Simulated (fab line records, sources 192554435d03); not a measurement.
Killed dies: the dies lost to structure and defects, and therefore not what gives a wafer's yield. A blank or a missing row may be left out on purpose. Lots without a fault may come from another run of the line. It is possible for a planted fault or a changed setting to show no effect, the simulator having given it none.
fab line records -- flow n5_finfet
record: lots: 7, wafers: 21, last_day: 18
route steps=1938 shown START@1 ZERO_LAYER@2 BEOL_M4@1111
lots with no fault: from the same line, run without faults
start_h: start of the lot's first displayed wafer, in hours after the record's first day -- wait_h: hours since the lot's step before -- " as in the row above -- L1.1+2: a row that stands for several wafers -- - value missing, or start not given -- * or withheld: withheld -- < > ~ a bound
route shown NAME@n: a module of which the file shows steps, and the number in the route of the first -- usual: the fault-free wafers' mean and standard deviation -- same: alike in all rows -- chamber/n: place in a boat -- sites: readings site by site -- _std_site: standard deviation across them -- _edge_site: the outer-site mean with the inner-site mean subtracted -- radius_mm: how far each site lies from the wafer's centre -- mask NAME#n: copy n -- behind: tool/chamber where the wafer was last shaped -- hold: why the lot was held/for how many hours/how that ended -- device: the transistor (n, p or np) that didn't switch -- end of line: the tests these same wafers got at the end of their route -- a step without rows: its recipe alone -- killed: not the wafer's yield, but the dies lost to structure and defects at the first sort -- map: dies across one wafer; x = killed, . = not, _ = none there
set.NAME: setting as actually run; set.NAME@STEP: the setting as run at that earlier step -- model.NAME: the simulator's own value behind a step, which no gauge read
lots at some steps of the route; a table a step, a row a wafer
services: the hour from which a tool's chamber was out of use, counted from the record's first day as start_h (under 0 if before that day), plus the number of hours and why
== steps ==
step: N5_START_INSPECT_01
recipe: inspect_instrument: unpatterned_scan, mode: incoming
usual: raw_defect_count: 5.8/2.5
lot.wafer,tool,chamber,start_h,wait_h,raw_defect_count
L541.1,defect_inspect-02,-,18.03,-,8
L541.2,defect_inspect-02,-,18.03,-,8
L541.6,defect_inspect-02,-,18.03,-,10
L547.1,defect_inspect-01,-,54.03,-,7
L547.3,defect_inspect-01,-,54.03,-,6
L547.6,defect_inspect-01,-,54.03,-,6
L553.2,defect_inspect-01,-,90.03,-,7
L553.5,defect_inspect-01,-,90.03,-,2
L553.6,defect_inspect-01,-,90.03,-,5
L554.2,defect_inspect-02,-,96.03,-,7
L554.3,defect_inspect-02,-,96.03,-,13
L554.6,defect_inspect-02,-,96.03,-,8
L555.1,defect_inspect-02,-,102.03,-,7
L555.2,defect_inspect-02,-,102.03,-,8
L555.4,defect_inspect-02,-,102.03,-,8
L556.1,defect_inspect-01,-,108.03,-,2
L556.2,defect_inspect-01,-,108.03,-,7
L556.5,defect_inspect-01,-,108.03,-,3
L563.2,defect_inspect-02,-,150.03,-,7
L563.3,defect_inspect-02,-,150.03,-,7
L563.6,defect_inspect-02,-,150.03,-,8
step: N5_ZERO_LAYER_PRECLEAN_00
recipe: chemistry: SPM, time_s: 600, temp_c: 120, mix: 4:1
step: N5_ZERO_LAYER_SRD_01
recipe: time_s: 30, temp_c: 23, rinse_liquid: diw, dry: n2_spin, spin_rpm: 1500, dry_time_s: 30
step: N5_ZERO_LAYER_PECVD_02
recipe: material: SiO2, target_thk_a: 100, temp_c: 400, precursor: SiH4/N2O, pressure_torr: 0.75, rf_w: 275, time_s: 6
usual: heater_power_outer_w: 425/62, heater_power_w: 719/91, showerhead_plenum_p_Torr: 8.17/0.15
lot.wafer,tool,chamber,start_h,wait_h,heater_power_outer_w,heater_power_w,showerhead_plenum_p_Torr
L541.1,pecvd-01,2,18.28,0.0,348,614,8.11
L541.2,pecvd-01,1,18.28,0.0,546,918,8.06
L541.6,pecvd-01,0,18.28,0.0,398,630,8.33
L547.1,pecvd-01,0,54.28,0.0,447,699,8.30
L547.3,pecvd-01,2,54.28,0.0,385,687,8.09
L547.6,pecvd-01,0,54.28,0.0,435,705,8.32
L553.2,pecvd-01,0,90.28,0.0,387,620,8.32
L553.5,pecvd-01,2,90.28,0.0,402,698,8.08
L553.6,pecvd-01,0,90.28,0.0,387,624,8.32
L554.2,pecvd-04,1,96.28,0.0,380,706,8.16
L554.3,pecvd-04,2,96.28,0.0,474,814,8.08
L554.6,pecvd-04,1,96.28,0.0,381,696,8.15
L555.1,pecvd-01,2,102.29,0.0,388,692,8.08
L555.2,pecvd-01,0,102.29,0.0,396,679,8.30
L555.4,pecvd-01,0,102.29,0.0,404,662,8.32
L556.1,pecvd-03,2,108.28,0.0,365,568,7.94
L556.2,pecvd-03,1,108.28,0.0,484,768,8.22
L556.5,pecvd-03,1,108.28,0.0,494,770,8.20
L563.2,pecvd-01,0,150.29,0.0,386,643,8.32
L563.3,pecvd-01,1,150.29,0.0,534,872,8.07
L563.6,pecvd-01,2,150.29,0.0,368,639,8.09
step: N5_ZERO_LAYER_HMDS_04
recipe: time_s: 60, temp_c: 120
step: N5_ZERO_LAYER_COAT_05
recipe: spin_rpm: 1500, resist_thk_nm: 1000
usual: spin_speed_rpm: 1499.8/1
lot.wafer,tool,chamber,start_h,wait_h,spin_speed_rpm,model.coat_of_ZERO_LAYER_COAT_05.thk_nm
L541.1,litho_track-04,0,18.36,-,1499.9,997.3
L541.2,litho_track-04,0,18.36,-,1499.4,996.8
L541.6,litho_track-04,0,18.36,-,1500.9,997.6
L547.1,litho_track-05,0,54.36,-,1500.4,1001
L547.3,litho_track-05,0,54.36,-,1500.7,999.6
L547.6,litho_track-05,0,54.36,-,1501.3,1001
L553.2,litho_track-05,0,90.39,-,1499.8,998.9
L553.5,litho_track-05,0,90.39,-,1499.2,1002
L553.6,litho_track-05,0,90.39,-,1499.0,1003
L554.2,litho_track-04,0,96.36,-,1435.5,1021
L554.3,litho_track-04,0,96.36,-,1436.0,1020
L554.6,litho_track-04,0,96.36,-,1434.6,1023
L555.1,litho_track-04,0,102.36,-,1434.2,1019
L555.2,litho_track-04,0,102.36,-,1435.9,1017
L555.4,litho_track-04,0,102.36,-,1434.0,1024
L556.1,litho_track-04,0,108.38,-,1435.1,1022
L556.2,litho_track-04,0,108.38,-,1434.1,1022
L556.5,litho_track-04,0,108.38,-,1435.5,1021
L563.2,litho_track-05,0,150.37,-,1501.8,1001
L563.3,litho_track-05,0,150.37,-,1500.0,998.6
L563.6,litho_track-05,0,150.37,-,1501.2,1003
step: N5_ZERO_LAYER_EBR_07
recipe: solvent: PGMEA, ebr_width_mm: 1.5
step: N5_ZERO_LAYER_SOFTBAKE_06
recipe: temp_c: 100, time_s: 90
step: N5_ZERO_LAYER_EXPOSE_08
recipe: mask_id: ZERO, na: 0.55, source_shape: conventional, sigma_outer: 0.8, polarization: unpolarized, defocus_nm: 0, target_cd_nm: 2000, dose_mj: 16.2
step: N5_ZERO_LAYER_PEB_09
recipe: peb_temp_c: withheld, peb_time_s: *
step: N5_ZERO_LAYER_DEVELOP_10
recipe: develop_time_s: 60, rinse_liquid: diw, dry: air_spin, dev_temp_c: 21
step: N5_ZERO_LAYER_HARDBAKE_23
recipe: temp_c: 130, time_s: 120
step: N5_ZERO_LAYER_CD_MEAS_11
recipe: target_cd_nm: 2000, landing_energy_ev: 500, detector: se_inlens
usual: cd_nm: 2000.9/2
lot.wafer,tool,chamber,start_h,wait_h,cd_nm
L541.1,cd_sem-01,0,18.64,-,2003.1
L541.2,cd_sem-01,0,18.64,-,1999.9
L541.6,cd_sem-01,0,18.64,-,1999.2
L547.1,cd_sem-01,0,54.77,-,1997.8
L547.3,cd_sem-01,0,54.77,-,2000.2
L547.6,cd_sem-01,0,54.77,-,1998.4
L553.2,cd_sem-01,0,90.67,-,2003.9
L553.5,cd_sem-01,0,90.67,-,1999.2
L553.6,cd_sem-01,0,90.67,-,2001.0
L554.2,cd_sem-01,0,96.77,-,2003.2
L554.3,cd_sem-01,0,96.77,-,2001.5
L554.6,cd_sem-01,0,96.77,-,2003.7
L555.1,cd_sem-01,0,102.64,-,2000.0
L555.2,cd_sem-01,0,102.64,-,2002.9
L555.4,cd_sem-01,0,102.64,-,2000.3
L556.1,cd_sem-01,0,108.79,-,2002.3
L556.2,cd_sem-01,0,108.79,-,2001.0
L556.5,cd_sem-01,0,108.79,-,2001.4
L563.2,cd_sem-02,0,150.78,-,2002.6
L563.3,cd_sem-02,0,150.78,-,2003.2
L563.6,cd_sem-02,0,150.78,-,2003.4
step: N5_ZERO_LAYER_DESCUM_16
recipe: chemistry: O2, time_s: 7.9, source_power_w: 50, bias_power_w: 20, pressure_mtorr: 20, rf_frequency_hz: 2.712e+07, temp_c: 40, o2_flow_sccm: 225
usual: drypump_motor_current_A: 5.7/0.46, oes_product_au: 0.79/0.094, rf_vpp_V: 242.7/1, showerhead_plenum_p_Torr: 2.06/0.056, throttle_valve_pct: 20.5/0.32
lot.wafer,tool,chamber,start_h,wait_h,drypump_motor_current_A,oes_product_au,rf_hours_counter_h,rf_vpp_V,showerhead_plenum_p_Torr,throttle_valve_pct
L541.1,rie_diel-01,3,18.68,0.0,6.7,0.78,106,244.1,2.12,20.4
L541.2,rie_diel-01,2,18.68,0.0,6.0,0.68,218,243.1,2.08,20.8
L541.6,rie_diel-01,1,18.68,0.0,5.9,0.97,-,241.9,2.03,20.0
L547.1,rie_diel-03,2,54.80,0.0,5.6,0.74,151,243.0,2.10,20.8
L547.3,rie_diel-03,3,54.80,0.0,5.0,0.75,171,242.9,1.99,20.4
L547.6,rie_diel-03,2,54.80,0.0,5.6,0.75,-,243.2,2.10,20.8
L553.2,rie_diel-06,3,90.70,0.0,5.0,0.78,143,241.9,1.99,20.4
L553.5,rie_diel-06,3,90.70,0.0,5.0,0.78,-,241.0,1.99,20.4
L553.6,rie_diel-06,0,90.70,0.0,6.2,0.92,-,242.0,2.05,20.0
L554.2,rie_diel-01,0,96.81,0.0,6.1,0.69,249,242.0,2.08,20.9
L554.3,rie_diel-01,3,96.81,0.0,6.7,0.77,129,242.3,2.11,20.5
L554.6,rie_diel-01,2,96.81,0.0,6.0,0.67,-,243.0,2.07,20.8
L555.1,rie_diel-03,2,103.02,0.4,5.6,0.73,166,244.6,2.09,20.8
L555.2,rie_diel-03,3,103.02,0.4,5.1,0.74,186,242.8,1.98,20.4
L555.4,rie_diel-03,1,103.02,0.4,5.6,0.70,211,244.0,2.05,20.8
L556.1,rie_diel-03,3,108.83,0.0,5.0,0.73,189,242.5,1.98,20.4
L556.2,rie_diel-03,0,108.83,0.0,6.0,0.98,5,242.9,2.17,20.6
L556.5,rie_diel-03,2,108.83,0.0,5.6,0.73,-,243.9,2.09,20.8
L563.2,rie_diel-06,0,150.82,0.0,6.2,0.88,40,243.5,2.04,20.1
L563.3,rie_diel-06,1,150.82,0.0,5.3,0.73,199,242.1,1.97,20.1
L563.6,rie_diel-06,0,150.82,0.0,6.2,0.86,-,241.1,2.04,20.1
step: N5_ZERO_LAYER_ETCH_17
recipe: chemistry: CF4, target: SiO2, target_depth_a: 120, time_s: 13.3, ion_energy_ev: 350, pressure_mtorr: 40, source_w: 450, bias_w: 215, Ar_flow_sccm: 100, cf4_flow_sccm: 100
usual: drypump_motor_current_A: 5.7/0.46, oes_product_au: 0.79/0.092, rf_vpp_V: 946.6/2.9, showerhead_plenum_p_Torr: 2.11/0.037, throttle_valve_pct: 15.71/0.28
lot.wafer,tool,chamber,start_h,wait_h,drypump_motor_current_A,oes_product_au,rf_hours_counter_h,rf_vpp_V,showerhead_plenum_p_Torr,throttle_valve_pct
L541.1,rie_diel-01,3,18.72,0.0,6.7,0.80,106,949.9,2.15,15.52
L541.2,rie_diel-01,2,18.72,0.0,6.0,0.70,218,949.5,2.11,15.90
L541.6,rie_diel-01,1,18.72,0.0,5.9,0.97,-,945.6,2.10,15.29
L547.1,rie_diel-03,2,54.84,0.0,5.6,0.75,151,947.7,2.15,16.04
L547.3,rie_diel-03,3,54.84,0.0,5.0,0.75,171,942.0,2.06,15.77
L547.6,rie_diel-03,2,54.84,0.0,5.6,0.75,-,948.7,2.15,16.02
L553.2,rie_diel-06,3,90.74,0.0,5.0,0.77,143,944.5,2.06,15.72
L553.5,rie_diel-06,3,90.74,0.0,5.0,0.77,-,943.5,2.06,15.71
L553.6,rie_diel-06,0,90.74,0.0,6.2,0.91,-,946.3,2.10,15.28
L554.2,rie_diel-01,0,96.84,0.0,6.1,0.70,249,947.5,2.11,16.00
L554.3,rie_diel-01,3,96.84,0.0,6.7,0.77,129,948.4,2.14,15.57
L554.6,rie_diel-01,2,96.84,0.0,6.0,0.68,-,946.8,2.10,15.93
L555.1,rie_diel-03,2,103.06,0.0,5.6,0.74,166,948.6,2.14,16.08
L555.2,rie_diel-03,3,103.06,0.0,5.0,0.72,186,942.8,2.05,15.80
L555.4,rie_diel-03,1,103.06,0.0,5.7,0.70,211,948.1,2.11,16.13
L556.1,rie_diel-03,3,108.86,0.0,5.0,0.72,189,941.5,2.05,15.80
L556.2,rie_diel-03,0,108.86,0.0,6.0,0.96,5,952.1,2.17,15.47
L556.5,rie_diel-03,2,108.86,0.0,5.6,0.74,-,947.9,2.14,16.05
L563.2,rie_diel-06,0,150.85,0.0,6.2,0.88,40,944.7,2.09,15.33
L563.3,rie_diel-06,1,150.85,0.0,5.3,0.72,199,942.8,2.06,15.64
L563.6,rie_diel-06,0,150.85,0.0,6.2,0.89,-,947.3,2.09,15.34
step: N5_ZERO_LAYER_ETCH_18
recipe: chemistry: HBr/Cl2, target: Si, target_depth_a: 1200, time_s: 40, pressure_mtorr: 10, icp_w: 800, bias_w: 75, HBr_flow_sccm: 150, Cl2_flow_sccm: 80
usual: drypump_motor_current_A: 5.6/0.39, mfc_cl2_sccm: 80.00/0.25, oes_product_au: 1.008/0.015, throttle_valve_pct: 36.31/0.27
lot.wafer,tool,chamber,start_h,wait_h,drypump_motor_current_A,mfc_cl2_sccm,oes_product_au,rf_hours_counter_h,throttle_valve_pct,model.coat_of_ZERO_LAYER_COAT_05.thk_nm
L541.1,rie_si-03,3,18.79,0.0,5.2,80.45,1.005,89,35.96,926.6
L541.2,rie_si-03,1,18.79,0.0,5.4,80.10,0.991,166,36.29,926.5
L541.6,rie_si-03,2,18.79,0.0,6.1,80.14,1.022,-,36.35,927.9
L547.1,rie_si-03,2,54.91,0.0,6.1,79.99,1.020,102,36.33,931.9
L547.3,rie_si-03,1,54.91,0.0,5.4,80.11,0.995,167,36.27,929.6
L547.6,rie_si-03,1,54.91,0.0,5.4,80.26,0.992,-,36.27,931
L553.2,rie_si-04,3,90.81,0.0,5.9,80.37,1.018,180,36.37,929.2
L553.5,rie_si-04,2,90.81,0.0,5.7,79.96,0.987,-,36.07,932.5
L553.6,rie_si-04,3,90.81,0.0,5.9,80.17,1.024,-,36.40,933.9
L554.2,rie_si-04,3,96.91,0.0,5.9,80.29,1.025,180,36.38,950.8
L554.3,rie_si-04,1,96.91,0.0,5.6,79.75,0.993,62,36.14,949.3
L554.6,rie_si-04,3,96.91,0.0,5.9,80.34,1.023,-,36.38,953
L555.1,rie_si-06,0,103.13,0.0,6.0,80.23,1.032,41,36.31,949
L555.2,rie_si-06,3,103.13,0.0,6.2,80.09,1.004,111,36.94,946.7
L555.4,rie_si-06,1,103.13,0.0,5.4,79.86,1.009,169,36.03,955.2
L556.1,rie_si-03,1,108.94,0.0,5.4,80.09,1.001,168,36.27,952.1
L556.2,rie_si-03,0,108.94,0.0,5.6,79.70,0.989,109,36.63,952.8
L556.5,rie_si-03,1,108.94,0.0,5.4,80.29,1.000,-,36.27,951.2
L563.2,rie_si-03,2,150.92,0.0,6.1,80.06,1.015,103,36.35,930.9
L563.3,rie_si-03,0,150.92,0.0,5.6,79.63,0.984,110,36.62,929.5
L563.6,rie_si-03,2,150.92,0.0,6.1,79.88,1.017,-,36.34,932.4
step: N5_ZERO_LAYER_STRIP_24
recipe: chemistry: O2, power_w: 1000, temp_c: 250, overash_fraction: 0.3, pressure_mtorr: 1000, o2_flow_sccm: 6750
usual: drypump_motor_current_A: 5.7/0.37, heater_power_w: 344/12, oes_product_au: 0.647/0.0049, strip_time_to_endpoint_s: 43.86/0.079
lot.wafer,tool,chamber,start_h,wait_h,drypump_motor_current_A,heater_power_w,oes_product_au,rf_hours_counter_h,strip_time_to_endpoint_s
L541.1,plasma_asher-02,0,18.89,0.1,5.6,350,0.651,78,43.72
L541.2,plasma_asher-02,1,18.89,0.1,6.2,342,0.644,78,43.72
L541.6,plasma_asher-02,1,18.89,0.1,6.2,345,0.645,-,43.78
L547.1,plasma_asher-01,0,55.02,0.1,5.2,323,0.643,31,43.87
L547.3,plasma_asher-01,0,55.02,0.1,5.2,332,0.644,-,43.82
L547.6,plasma_asher-01,1,55.02,0.1,5.9,353,0.643,-,43.88
L553.2,plasma_asher-01,0,90.92,0.1,5.2,333,0.649,41,43.80
L553.5,plasma_asher-01,1,90.92,0.1,5.9,355,0.640,-,43.90
L553.6,plasma_asher-01,0,90.92,0.1,5.2,332,0.640,-,43.97
L554.2,plasma_asher-01,1,97.02,0.1,5.9,353,0.637,43,44.45
L554.3,plasma_asher-01,1,97.02,0.1,5.9,365,0.639,-,44.40
L554.6,plasma_asher-01,1,97.02,0.1,5.9,359,0.649,-,44.53
L555.1,plasma_asher-02,1,103.23,0.1,6.2,330,0.641,92,44.39
L555.2,plasma_asher-02,0,103.23,0.1,5.7,357,0.647,92,44.34
L555.4,plasma_asher-02,0,103.23,0.1,5.7,347,0.649,-,44.60
L556.1,plasma_asher-02,0,109.34,0.4,5.7,355,0.652,93,44.51
L556.2,plasma_asher-02,1,109.34,0.4,6.2,341,0.647,93,44.53
L556.5,plasma_asher-02,1,109.34,0.4,6.2,340,0.652,-,44.48
L563.2,plasma_asher-02,1,151.03,0.1,6.2,336,0.658,105,43.87
L563.3,plasma_asher-02,1,151.03,0.1,6.2,336,0.650,-,43.82
L563.6,plasma_asher-02,0,151.03,0.1,5.7,355,0.648,-,43.91
step: N5_ZERO_LAYER_STRIP_19
recipe: chemistry: SPM, time_s: 900, temp_c: 130, h2so4_h2o2_vol_ratio: 4, dry: ipa_marangoni
step: N5_BEOL_M4_RC_MEAS_101
usual: DIBL_N: 35.8/1.8, DIBL_P: 35.9/2.2, IOFF_N: 0.16/0.035, IOFF_P: 0.21/0.04, ION_N: 672/11, ION_P: 461/7.4, SS_N: 71.4/0.64, SS_P: 73.2/0.67, VT_N: 250/3.5, VT_P: -251/3.4
lot.wafer,tool,chamber,start_h,wait_h,DIBL_N[mV/V],DIBL_P[mV/V],IOFF_N[nA/um],IOFF_P[nA/um],ION_N[uA/um],ION_P[uA/um],SS_N[mV/dec],SS_P[mV/dec],VT_N[mV],VT_P[mV]
L541.1,prober-01,0,183.10,0.0,34.2,35.4,0.17,0.23,678,466,71.7,73.4,246,-246
L541.2,prober-01,0,183.10,0.0,36.1,37.3,0.19,0.24,678,467,72.5,73.3,247,-248
L541.6,prober-01,0,183.10,0.0,35.5,36.5,0.19,0.24,685,472,71.4,72.6,246,-247
L547.1,prober-01,0,209.06,0.0,39.2,39.8,0.21,0.28,683,471,72.4,74.1,247,-248
L547.3,prober-01,0,209.06,0.0,35.0,34.5,0.13,0.18,677,461,71.0,72.1,253,-249
L547.6,prober-01,0,209.06,0.0,35.9,35.9,0.14,0.21,664,465,72.0,72.6,251,-253
L553.2,prober-02,0,256.55,0.2,37.4,38.2,0.18,0.24,683,465,71.2,73.5,249,-246
L553.5,prober-02,0,256.55,0.2,37.3,36.5,0.17,0.21,670,459,71.1,73.5,251,-250
L553.6,prober-02,0,256.55,0.2,35.1,35.0,0.13,0.19,676,464,71.3,72.9,254,-250
L554.2,prober-02,0,260.01,0.2,34.5,34.3,0.14,0.20,666,460,70.9,72.6,252,-248
L554.3,prober-02,0,260.01,0.2,33.4,34.4,0.13,0.21,663,464,70.4,72.6,251,-246
L554.6,prober-02,0,260.01,0.2,37.3,38.4,0.19,0.28,659,463,71.3,74.3,246,-245
L556.1,prober-02,0,265.49,0.0,36.0,37.0,0.15,0.20,672,468,71.1,73.3,251,-253
L556.2,prober-02,0,265.49,0.0,35.8,36.7,0.14,0.20,675,468,70.6,74.0,250,-252
L556.5,prober-02,0,265.49,0.0,35.9,37.0,0.14,0.20,674,468,71.6,72.6,252,-250
L555.1,prober-02,0,277.06,0.0,36.2,35.9,0.17,0.25,686,473,71.5,72.7,247,-246
L555.2,prober-02,0,277.06,0.0,38.5,39.0,0.22,0.31,691,479,71.3,74.1,244,-243
L555.4,prober-02,0,277.06,0.0,36.6,37.0,0.18,0.28,687,475,71.2,73.1,246,-245
L563.2,prober-02,0,311.90,0.2,34.7,34.3,0.12,0.19,668,464,71.0,72.5,252,-254
L563.3,prober-02,0,311.90,0.2,34.1,33.1,0.11,0.17,656,458,71.3,72.1,254,-255
L563.6,prober-02,0,311.90,0.2,32.9,32.5,0.10,0.17,659,462,70.3,72.9,254,-253
== services ==
tool,chamber,start_h,hours,kind
pecvd-01,2,21.12,-,clean
pecvd-01,2,21.12,-,consumable_replace:showerhead
pecvd-01,2,21.12,29.0,scheduled_down
pecvd-01,2,21.12,29.0,vent_cycle
rie_diel-03,0,25.76,27.0,repair
rie_si-04,0,36.16,16.7,repair
rie_diel-01,2,60.91,23.0,repair
rie_diel-01,-,62.44,2.8,pm
rie_si-06,-,64.93,0.8,repair
plasma_asher-02,-,67.08,8.9,repair
rie_diel-06,1,71.21,24.2,repair
pecvd-03,0,75.45,2.0,repair
pecvd-01,1,75.63,9.3,repair
rie_diel-03,0,77.62,-,clean
rie_diel-03,0,77.62,-,consumable_replace:focus_ring
rie_diel-03,0,77.62,13.9,scheduled_down
rie_diel-03,0,77.62,13.9,vent_cycle
pecvd-01,1,84.98,5.5,scheduled_down
plasma_asher-01,-,100.83,17.6,repair
rie_diel-03,1,103.40,9.8,repair
pecvd-04,-,122.22,2.8,pm
rie_si-03,1,134.56,6.4,repair
pecvd-04,0,138.59,10.1,repair
plasma_asher-01,-,144.23,41.7,repair
== key ==
first_sign: step: N5_ZERO_LAYER_COAT_05, reading: spin_speed_rpm, direction: down, sigmas: 63, usual: *, struck: *
effect: step: N5_ZERO_LAYER_STRIP_24, reading: strip_time_to_endpoint_s, direction: up, sigmas: 7.7, usual: *, struck: *
model_effect: step: N5_ZERO_LAYER_COAT_05, value: coat_of_ZERO_LAYER_COAT_05.thk_nm, without: 998.4, struck: 1021
model_effect: step: N5_ZERO_LAYER_ETCH_18, value: coat_of_ZERO_LAYER_COAT_05.thk_nm, without: 928.6, struck: 951.1
met_at N5_ZERO_LAYER_COAT_05
struck_wafers L554.2,L554.3,L554.6,L555.1,L555.2,L555.4,L556.1,L556.2,L556.5
onset_between 18.36 96.36
fault: kind: process_parameter_drift, tool: litho_track-04, chamber: -, onset_h: 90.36, steps: N5_ZERO_LAYER_COAT_05, channel: spin_rpm, offset: *, shape: step, end_h: 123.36, acts_in: *, stated: *
